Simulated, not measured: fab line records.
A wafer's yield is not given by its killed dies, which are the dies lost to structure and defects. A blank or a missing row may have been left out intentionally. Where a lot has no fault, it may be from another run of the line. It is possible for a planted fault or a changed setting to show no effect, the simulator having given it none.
Matching of chambers || flow nand harc || rie diel-02 running NHARC_A_STAIRCASE_TRIM_12: 4 sister chambers
The step chemistry O2, time 211.2 s. 4 wafers are shown with their chamber, then 12 later ones without.

== WAFERS WITH THEIR CHAMBER ==
{"wafer": "L086.3", "chamber": 3, "showerhead plenum p Torr (Torr)": 3.47}
{"wafer": "L089.1", "chamber": 0, "showerhead plenum p Torr (Torr)": 3.39}
{"wafer": "L089.3", "chamber": 1, "showerhead plenum p Torr (Torr)": 3.30}
{"wafer": "L089.4", "chamber": 2, "showerhead plenum p Torr (Torr)": 3.41}

== WAFERS WHOSE CHAMBER IS MISSING ==
{"wafer": "L090.4", "showerhead plenum p Torr (Torr)": 3.39}
{"wafer": "L090.5", "showerhead plenum p Torr (Torr)": 3.41}
{"wafer": "L090.6", "showerhead plenum p Torr (Torr)": 3.30}
{"wafer": "L092.4", "showerhead plenum p Torr (Torr)": 3.39}
{"wafer": "L092.5", "showerhead plenum p Torr (Torr)": 3.30}
{"wafer": "L092.6", "showerhead plenum p Torr (Torr)": 3.41}
{"wafer": "L091.2", "showerhead plenum p Torr (Torr)": 3.30}
{"wafer": "L091.4", "showerhead plenum p Torr (Torr)": 3.46}
{"wafer": "L091.5", "showerhead plenum p Torr (Torr)": 3.30}
{"wafer": "L096.1", "showerhead plenum p Torr (Torr)": 3.46}
{"wafer": "L096.4", "showerhead plenum p Torr (Torr)": 3.38}
{"wafer": "L096.6", "showerhead plenum p Torr (Torr)": 3.38}

== THE CHAMBER EACH PASSED THROUGH ==
{"wafer": "L090.4", "from the rows above": 0, "in truth": 0}
{"wafer": "L090.5", "from the rows above": 2, "in truth": 2}
{"wafer": "L090.6", "from the rows above": 1, "in truth": 1}
{"wafer": "L092.4", "from the rows above": 0, "in truth": 0}
{"wafer": "L092.5", "from the rows above": 1, "in truth": 1}
{"wafer": "L092.6", "from the rows above": 2, "in truth": 2}
{"wafer": "L091.2", "from the rows above": 1, "in truth": 1}
{"wafer": "L091.4", "from the rows above": 3, "in truth": 3}
{"wafer": "L091.5", "from the rows above": 1, "in truth": 1}
{"wafer": "L096.1", "from the rows above": 3, "in truth": 3}
{"wafer": "L096.4", "from the rows above": 0, "in truth": 0}
{"wafer": "L096.6", "from the rows above": 0, "in truth": 0}
12 of 12 placed correctly. Can't be placed from these rows: 0. Number placed wrongly: 0.
How it was worked out, from the rows above alone: a wafer's distance from a chamber is the root of the sum, over the readings, of the square of ((its reading less the chamber's mean) divided by the reading's scatter). The wafer belongs to the nearest chamber; if the next one is less than 2 further off, it can't be placed. Each chamber's mean is taken over the wafers shown for it. The scatter: with one shown wafer a chamber, the root of the mean of the squares of how far each hidden wafer lies from its nearest shown one.
